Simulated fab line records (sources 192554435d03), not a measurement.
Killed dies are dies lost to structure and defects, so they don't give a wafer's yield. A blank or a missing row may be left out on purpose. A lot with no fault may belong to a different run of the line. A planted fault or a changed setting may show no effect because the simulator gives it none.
fab line records	flow n5_finfet	part 1 of 2: steps 1 to 15 of 16
[record] lots = 6	wafers = 18	last_day = 19
route steps=1938 shown SDB@361 BEOL_M4@1111 PASSIVATION@1936
lots that met no fault: from a run of the same line without faults
start_h: start of the lot's first displayed wafer, in hours after the record's first day	wait_h: hours elapsed since this lot's preceding step	" the same as in the row above	L1.1+2: a row that stands for several wafers	- no value present, or no start provided	* or withheld: withheld	< > ~ a bound
route shown NAME@n: a module of which the file shows steps, and the number in the route of the first	usual: mean/standard deviation of fault-free wafers	same: alike in all rows	chamber/n: place in a boat	sites: each site's reading	_std_site: standard deviation across them	_edge_site: the outer-site mean with the inner-site mean subtracted	radius_mm: how far each site lies from the wafer's centre	mask NAME#n: copy n	behind: the most recent tool/chamber to have shaped the wafer	hold: why the lot was held/for how many hours/how that ended	device: whichever transistor did not switch (one of n, p or np)	end of line: at the end of the route, the tests of the same wafers	a step with no rows: only its recipe	killed: dies lost to structure and defects at the first sort, not the wafer's yield	map: a wafer's dies, x killed, . not, _ none there
set.NAME: the setting that was run; set.NAME@STEP: the one run at that earlier step	model.NAME: the simulator's own value behind a step, which no gauge read
certain route steps with their lots: each step a table, each wafer a row
services: from which hour (start_h, from the record's first day; less than 0 if before it) a tool's chamber was out of use, for how many hours, and why
[[steps]]
[step N5_SDB_ETCH_18]
[recipe] chemistry = N2/H2	target = SOC	target_depth_a = 1000	overetch_a = 200	mask_material = SiARC	temp_c = 40	time_s = 150	ion_energy_ev = 200	pressure_mtorr = 30	source_w = 840	bias_w = 150	n2_flow_sccm = 200	h2_flow_sccm = 200
[usual] drypump_motor_current_A = 5.8/0.51	oes_product_au = 0.70/0.066	rf_vpp_V = 524.4/1.9	showerhead_plenum_p_Torr = 2.56/0.063	throttle_valve_pct = 17.94/0.16
lot.wafer	tool	chamber	start_h	wait_h	drypump_motor_current_A	oes_product_au	rf_hours_counter_h	rf_vpp_V	showerhead_plenum_p_Torr	throttle_valve_pct
L686.2	rie_diel-04	2	90.82	0.0	5.5	0.67	150	525.5	2.54	18.10
L686.3	"	1	"	"	6.3	0.63	226	522.3	2.51	17.96
L686.5	"	1	"	"	6.2	0.62	-	522.1	2.51	17.96
L687.2	rie_diel-05	3	97.93	0.0	6.0	0.76	67	521.9	2.47	17.89
L687.4	"	1	"	"	6.6	0.71	118	524.7	2.56	17.75
L687.6	"	1	"	"	6.6	0.71	-	526.0	2.56	17.75
L688.2	rie_diel-05	3	104.00	0.0	6.0	0.75	68	523.7	2.46	17.89
L688.4	"	0	"	"	5.7	0.76	50	527.8	2.70	17.94
L688.6	"	3	"	"	6.0	0.76	-	521.5	2.46	17.91
L696.3	rie_diel-04	0	150.00	0.0	6.2	0.61	247	525.5	2.61	17.96
L696.5	"	1	"	"	6.2	0.60	-	522.7	2.50	18.00
L696.6	"	2	"	"	5.6	0.65	-	524.1	2.53	18.14
L698.1	rie_diel-04	1	161.02	0.0	6.2	0.61	252	522.3	2.50	17.99
L698.4	"	3	"	"	5.5	0.84	-	524.8	2.61	17.74
L698.5	"	1	"	"	6.2	0.61	-	522.1	2.50	18.02
L705.3	rie_diel-01	0	210.27	0.0	6.5	0.76	61	522.4	2.48	17.75
L705.4	"	1	"	"	5.6	0.68	-	523.5	2.53	18.10
L705.6	"	3	"	"	5.2	0.68	-	524.8	2.56	18.17
[step N5_SDB_STRIP_19]
[recipe] chemistry = N2/H2	temp_c = 40	n2_flow_sccm = 200	h2_flow_sccm = 200	rf_frequency_hz = 6e+07
[step N5_SDB_STRIP_21]
[recipe] chemistry = CF4	resist = SiARC	power_w = 300	bias_power_w = 75	pressure_mtorr = 50	cf4_flow_sccm = 150	rf_frequency_hz = 6e+07
[usual] drypump_motor_current_A = 5.8/0.51	oes_product_au = 0.77/0.073	power_w = 300.0/0.91	rf_vpp_V = 271.3/1.1	showerhead_plenum_p_Torr = 1.80/0.042	throttle_valve_pct = 13.67/0.17
lot.wafer	tool	chamber	start_h	wait_h	drypump_motor_current_A	oes_product_au	power_w	rf_hours_counter_h	rf_vpp_V	showerhead_plenum_p_Torr	throttle_valve_pct
L686.2	rie_diel-04	2	90.96	0.0	5.5	0.73	299.9	150	271.2	1.79	13.81
L686.3	"	1	"	"	6.2	0.69	300.2	227	270.1	1.77	13.79
L686.5	"	1	"	"	6.2	0.69	301.4	-	270.6	1.77	13.79
L687.2	rie_diel-05	3	98.07	0.0	6.0	0.84	300.3	67	269.9	1.75	13.64
L687.4	"	1	"	"	6.6	0.79	299.8	118	271.9	1.80	13.43
L687.6	"	1	"	"	6.6	0.79	299.8	-	271.1	1.80	13.41
L688.2	rie_diel-05	3	104.14	0.0	6.0	0.83	299.2	68	270.2	1.74	13.64
L688.4	"	0	"	"	5.7	0.84	298.7	50	273.4	1.90	13.56
L688.6	"	3	"	"	6.0	0.83	299.7	-	269.9	1.74	13.66
L696.3	rie_diel-04	0	150.13	0.0	6.2	0.68	299.3	247	270.0	1.84	13.81
L696.5	"	1	"	"	6.2	0.67	299.6	-	270.2	1.76	13.83
L696.6	"	2	"	"	5.5	0.72	300.3	-	270.2	1.79	13.84
L698.1	rie_diel-04	1	161.16	0.0	6.2	0.67	301.3	252	270.0	1.76	13.85
L698.4	"	3	"	"	5.5	0.93	300.9	-	272.4	1.84	13.39
L698.5	"	1	"	"	6.2	0.68	301.7	-	270.6	1.76	13.85
L705.3	rie_diel-01	0	210.41	0.0	6.5	0.84	299.4	61	271.4	1.75	13.42
L705.4	"	1	"	"	5.6	0.74	297.5	-	271.3	1.79	13.80
L705.6	"	3	"	"	5.2	0.76	300.3	-	270.3	1.79	13.84
[step N5_SDB_HM_OPEN_20]
[recipe] chemistry = CH3F/O2	target = SiNx	mask_material = SOC	target_depth_a = 240	stop_on = poly-Si	over_etch_frac = 0.4	ion_energy_ev = 120	pressure_mtorr = 30	source_w = 395	bias_w = 73	Ar_flow_sccm = 150	CH3F_flow_sccm = 30	O2_flow_sccm = 20
[usual] O2_flow_sccm = 20.00/0.06	drypump_motor_current_A = 5.8/0.51	oes_product_au = 0.63/0.059	rf_vpp_V = 298/3.3	showerhead_plenum_p_Torr = 2.02/0.048	throttle_valve_pct = 16.44/0.15
lot.wafer	tool	chamber	start_h	wait_h	O2_flow_sccm	drypump_motor_current_A	oes_product_au	rf_hours_counter_h	rf_vpp_V	showerhead_plenum_p_Torr	throttle_valve_pct
L686.2	rie_diel-04	2	90.98	0.0	20.07	5.5	0.60	150	298	2.01	16.61
L686.3	"	1	"	"	19.87	6.2	0.57	227	299	1.97	16.51
L686.5	"	1	"	"	19.92	6.2	0.57	-	298	1.97	16.52
L687.2	rie_diel-05	3	98.09	0.0	20.11	6.0	0.69	67	295	1.95	16.45
L687.4	"	1	"	"	20.07	6.6	0.66	118	297	2.01	16.18
L687.6	"	1	"	"	20.12	6.6	0.66	-	295	2.01	16.17
L688.2	rie_diel-05	3	104.16	0.0	19.97	6.0	0.68	68	296	1.95	16.46
L688.4	"	0	"	"	19.95	5.7	0.70	50	301	2.12	16.37
L688.6	"	3	"	"	20.06	6.0	0.69	-	295	1.95	16.46
L696.3	rie_diel-04	0	150.15	0.0	20.02	6.2	0.56	247	300	2.05	16.53
L696.5	"	1	"	"	20.05	6.2	0.56	-	299	1.97	16.57
L696.6	"	2	"	"	19.94	5.6	0.58	-	296	2.00	16.63
L698.1	rie_diel-04	1	161.18	0.0	20.04	6.2	0.55	252	300	1.96	16.57
L698.4	"	3	"	"	19.99	5.5	0.75	-	300	2.05	16.17
L698.5	"	1	"	"	20.04	6.2	0.57	-	298	1.96	16.55
L705.3	rie_diel-01	0	210.43	0.0	19.90	6.5	0.68	61	300	1.96	16.27
L705.4	"	1	"	"	20.02	5.6	0.62	-	296	1.99	16.55
L705.6	"	3	"	"	20.02	5.1	0.63	-	292	2.00	16.62
[step N5_SDB_STRIP_22]
[recipe] chemistry = N2/H2	power_w = 1000	temp_c = 250	h2_frac = 0.65	overash_fraction = 0.3	pressure_mtorr = withheld	n2_flow_sccm = 1750	h2_flow_sccm = 3250
[usual] drypump_motor_current_A = 5.75/0.1	heater_power_w = 343/22	oes_product_au = 0.715/0.0042	strip_time_to_endpoint_s = 96.3/0.31
lot.wafer	tool	chamber	start_h	wait_h	drypump_motor_current_A	heater_power_w	oes_product_au	rf_hours_counter_h	strip_time_to_endpoint_s
L686.2	plasma_asher-02	1	91.06	0.1	5.74	296	0.717	93	96.6
L686.3	"	0	"	"	5.97	346	0.713	-	96.6
L686.5	"	0	"	"	5.94	357	0.711	-	96.6
L687.2	plasma_asher-01	0	98.17	0.1	5.67	364	0.714	40	96.5
L687.4	"	0	"	"	5.66	360	0.720	-	96.1
L687.6	"	0	"	"	5.66	362	0.711	-	96.5
L688.2	plasma_asher-01	1	104.24	0.1	5.74	339	0.711	40	95.8
L688.4	"	0	"	"	5.67	365	0.715	-	95.9
L688.6	"	0	"	"	5.68	360	0.715	-	96.0
L696.3	plasma_asher-01	0	150.27	0.1	5.64	356	0.709	-	96.3
L696.5	"	0	"	"	5.67	362	0.718	-	96.1
L696.6	"	1	"	"	5.73	340	0.711	-	96.1
L698.1	plasma_asher-01	0	161.52	0.3	5.66	354	0.716	53	96.4
L698.4	"	1	"	"	5.74	340	0.719	-	95.7
L698.5	"	0	"	"	5.65	364	0.718	-	96.5
L705.3	plasma_asher-02	1	210.55	0.1	5.74	303	0.717	-	96.0
L705.4	"	0	"	"	5.96	345	0.717	-	96.5
L705.6	"	0	"	"	5.91	356	0.722	-	96.4
[step N5_SDB_PRECLEAN_23]
[recipe] chemistry = dHF	time_s = 30	temp_c = 25	dilution = withheld
[step N5_SDB_DUMMY_REMOVE_24]
[recipe] chemistry = TMAH	temp_c = 70	target = poly-Si	stop_on = SiO2	target_depth_nm = 142	conc_wt_pct = 5	time_s = 57	dry = ipa_marangoni	rinse_time_s = 30	rinse_temp_c = 23
[step N5_SDB_ETCH_25]
[recipe] chemistry = C4F6/O2	target = SiO2	target_depth_a = 100	time_s = 3.3	ion_energy_ev = 250	mask_material = SiNx	pressure_mtorr = 30	source_w = 345	bias_w = 185	Ar_flow_sccm = 300	C4F6_flow_sccm = 10	O2_flow_sccm = 10
[usual] O2_flow_sccm = 10.003/0.027	drypump_motor_current_A = 5.8/0.5	oes_product_au = 0.78/0.079	rf_vpp_V = 667/7.3	showerhead_plenum_p_Torr = 2.87/0.064	throttle_valve_pct = 21.28/0.15
lot.wafer	tool	chamber	start_h	wait_h	O2_flow_sccm	drypump_motor_current_A	oes_product_au	rf_hours_counter_h	rf_vpp_V	showerhead_plenum_p_Torr	throttle_valve_pct
L686.2	rie_diel-04	3	91.28	0.0	10.050	5.5	0.66	248	670	2.92	21.38
L686.3	"	0	"	"	9.960	6.2	0.69	225	675	2.93	21.26
L686.5	"	1	"	"	10.023	6.2	0.69	-	669	2.81	21.31
L687.2	rie_diel-05	2	98.45	0.1	10.010	6.0	0.74	177	668	2.94	21.42
L687.4	"	3	"	"	9.986	6.0	0.84	67	661	2.77	21.34
L687.6	"	1	"	"	10.046	6.6	0.80	-	659	2.86	20.99
L688.2	rie_diel-04	0	104.46	0.0	10.037	6.2	0.70	228	677	2.92	21.27
L688.4	"	0	"	"	10.056	6.2	0.68	-	675	2.92	21.27
L688.6	"	1	"	"	10.021	6.2	0.70	-	668	2.81	21.33
L696.3	rie_diel-05	3	151.14	0.7	9.967	6.0	0.83	80	663	2.77	21.34
L696.5	"	3	"	"	9.954	6.0	0.83	-	662	2.77	21.37
L696.6	"	1	"	"	9.986	6.6	0.78	-	658	2.86	21.01
L698.1	rie_diel-04	1	161.73	0.0	9.972	6.2	0.67	252	669	2.80	21.34
L698.4	"	3	"	"	10.023	5.5	0.94	-	670	2.92	21.08
L698.5	"	1	"	"	9.971	6.2	0.67	-	668	2.80	21.34
L705.3	rie_diel-05	3	211.05	0.4	10.064	6.0	0.81	100	662	2.76	21.40
L705.4	"	2	"	"	10.011	6.1	0.71	204	666	2.93	21.45
L705.6	"	1	"	"	10.057	6.6	0.77	-	659	2.85	21.04
[step N5_SDB_CUT_ETCH_26]
[recipe] chemistry = HBr/Cl2/O2	target = Si	target_depth_a = 1296	bt_time_s = 20	mask_material = SiNx	time_s = 51.8	ion_energy_ev = *	bias_w = *	pressure_mtorr = 10	icp_w = 800	HBr_flow_sccm = 150	Cl2_flow_sccm = 80	O2_flow_sccm = 12
[step N5_SDB_PRECLEAN_38]
[recipe] chemistry = dHF	time_s = 10	dilution = 750:1	temp_c = 25
[step N5_SDB_PRECLEAN_39]
[recipe] chemistry = O3/DIW	time_s = 45	temp_c = 22	o3_ppm = 10
[step N5_SDB_SRD_28]
[recipe] dry = ipa_marangoni	time_s = 30	temp_c = 23	rinse_liquid = diw
[step N5_SDB_ALD_29]
[recipe] material = SiNx	target_thk_a = 300	temp_c = 400	ald_precursor_family = SiH2I2	ald_co_reactant = N2/H2-plasma	pulse_time_s = 1	ald_cycles = 600	purge_time_s = 2	co_reactant_purge_time_s = 2	pressure_torr = 2
[usual] ald_cycles = 600/0	chamber_pressure_Torr = 2.000/0.0044	co_reactant_purge_time_s = 2/0	heater_power_w = 836/85	precursor_pulse_height_rel = 0.997/0.02
lot.wafer	tool	chamber	start_h	wait_h	ald_cycles	chamber_pressure_Torr	co_reactant_purge_time_s	heater_power_w	precursor_pulse_height_rel
L686.2	ald_sin-01	3	91.54	0.0	600	1.999	2	824	1.003
L686.3	"	1	"	"	600	1.999	2	899	0.957
L686.5	"	3	92.90	1.4	600	2.005	2	844	0.982
L687.2	ald_sin-04	2	98.72	0.0	-	-	-	-	-
L687.4	"	3	"	"	-	-	-	-	-
L687.6	"	1	100.07	1.4	-	-	-	-	-
L688.2	ald_sin-01	2	104.72	0.0	-	-	-	-	-
L688.4	"	3	"	"	-	-	-	-	-
L688.6	"	0	106.07	1.4	-	-	-	-	-
L696.3	ald_sin-01	1	151.41	0.0	600	2.001	2	918	0.975
L696.5	"	3	152.76	1.4	600	2.000	2	863	1.016
L696.6	"	0	"	"	600	1.992	2	782	1.003
L698.1	ald_sin-04	3	162.00	0.0	600	2.001	2	826	1.011
L698.4	"	1	"	"	600	1.996	2	744	0.973
L698.5	"	0	163.36	1.4	600	1.992	2	867	1.011
L705.3	ald_sin-02	0	211.67	0.4	600	1.996	2	855	0.988
L705.4	"	2	"	"	600	1.996	2	1071	1.033
L705.6	"	0	213.03	1.7	600	2.002	2	867	1.007
[step N5_SDB_CMP_30]
[recipe] stop_on = poly-Si	t_overpolish_s = 1.54	post_cmp_clean = alkaline_brush	down_force_psi = 4.1491	platen_rpm = 51.796	pad_velocity_m_s = 1.0306	target_thk_nm = 30
[usual] motor_current_A = 12.2/1.4	slurry_flow_ml_min = 149.9/0.47	time_to_endpoint_s = 17.0/2.1
lot.wafer	tool	chamber	start_h	wait_h	motor_current_A	slurry_flow_ml_min	time_to_endpoint_s
L686.2	cmp-03	0	94.31	1.4	9.9	149.6	17.0
L686.3	"	1	"	"	11.9	151.1	16.8
L686.5	"	3	"	"	12.2	149.6	18.4
L687.4	cmp-03	0	101.45	1.4	10.5	149.7	7.9
L687.2	"	1	"	"	11.7	150.0	9.2
L687.6	"	1	"	"	11.8	150.3	8.7
L688.4	cmp-04	1	107.46	1.4	10.7	150.3	7.1
L688.2	"	3	"	"	12.9	150.0	6.1
L688.6	"	1	"	"	10.7	149.7	5.4
L696.3	cmp-03	2	154.18	1.4	15.2	150.3	20.2
L696.5	"	1	"	"	11.0	150.1	18.1
L696.6	"	2	"	"	14.5	149.8	19.8
L698.1	cmp-04	1	164.74	1.4	10.2	150.6	18.0
L698.4	"	3	"	"	12.4	150.0	15.8
L698.5	"	1	"	"	11.0	150.8	18.1
L705.3	cmp-03	1	214.41	1.4	11.9	150.0	18.0
L705.4	"	0	"	"	9.6	148.7	13.6
L705.6	"	1	"	"	11.9	150.6	15.4
[step N5_BEOL_M4_RC_MEAS_101]
[usual] DIBL_N = 36.6/1.3	DIBL_P = 36.4/1.4	IOFF_N = 0.167/0.023	IOFF_P = 0.219/0.029	ION_N = 678/8.7	ION_P = 464/6.4	SS_N = 71.5/0.53	SS_P = 73.4/0.57	VT_N = 248.5/2.8	VT_P = -249/3.1
lot.wafer	tool	chamber	start_h	wait_h	DIBL_N[mV/V]	DIBL_P[mV/V]	IOFF_N[nA/um]	IOFF_P[nA/um]	ION_N[uA/um]	ION_P[uA/um]	SS_N[mV/dec]	SS_P[mV/dec]	VT_N[mV]	VT_P[mV]
L686.2	prober-02	0	203.08	0.2	37.2	35.2	0.158	0.218	688	472	71.2	73.6	247.7	-249
L686.3	"	0	"	"	38.1	36.9	0.185	0.259	693	478	72.0	73.5	244.5	-246
L686.5	"	0	"	"	35.7	33.5	0.136	0.190	685	467	71.4	71.7	249.4	-250
L696.3	prober-01	0	308.82	0.3	37.4	37.2	0.193	0.231	675	461	71.2	73.1	246.4	-248
L696.5	"	0	"	"	35.9	35.8	0.157	0.210	670	457	71.6	73.3	249.6	-249
L696.6	"	0	"	"	35.7	35.4	0.152	0.201	677	460	71.9	73.5	249.6	-251
L698.1	prober-01	0	317.01	0.0	37.2	37.2	0.163	0.187	680	456	72.4	73.7	249.8	-254
L698.4	"	0	"	"	37.2	35.9	0.156	0.166	675	453	71.6	73.3	249.5	-256
L698.5	"	0	"	"	35.4	35.4	0.139	0.165	676	454	71.5	72.6	250.3	-256
L705.3	prober-02	0	351.72	0.3	36.3	37.9	0.161	0.207	675	468	71.6	72.9	251.6	-251
L705.4	"	0	"	"	34.9	35.4	0.138	0.168	667	456	71.0	71.8	251.8	-255
L705.6	"	0	"	"	35.5	36.8	0.152	0.197	676	461	70.6	72.7	248.2	-250
[[key]]
[first_sign] step = N5_SDB_ALD_29	reading = tool_record	direction = missing
[effect] step = N5_SDB_CMP_30	reading = time_to_endpoint_s	direction = down	sigmas = 4.6	usual = *	struck = *
[effect] step = N5_PASSIVATION_PROBE_49	reading = sort_bin_5_function	direction = up	sigmas = 90	usual = 4.9	struck = 96.9
[more_kills_born_at] N5_SDB_ALD_29@ald_sin-01 = 3290	N5_SDB_ALD_29@ald_sin-04 = 3261
met_at N5_SDB_ALD_29
struck_wafers L687.2,L687.4,L687.6,L688.2,L688.4,L688.6
later_rows_left_out L687.2,L687.4,L687.6,L688.2,L688.4,L688.6
onset_between 91.54 98.72
[fault] kind = skipped_step_whole	tool = ald_sin-01,ald_sin-04	chamber = -	onset_h = 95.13	steps = N5_SDB_ALD_29	scope = struck_lots_only
// later_rows_left_out: the simulator's readings of these wafers behind a module that went badly wrong aren't trusted and aren't shown, but for the sort
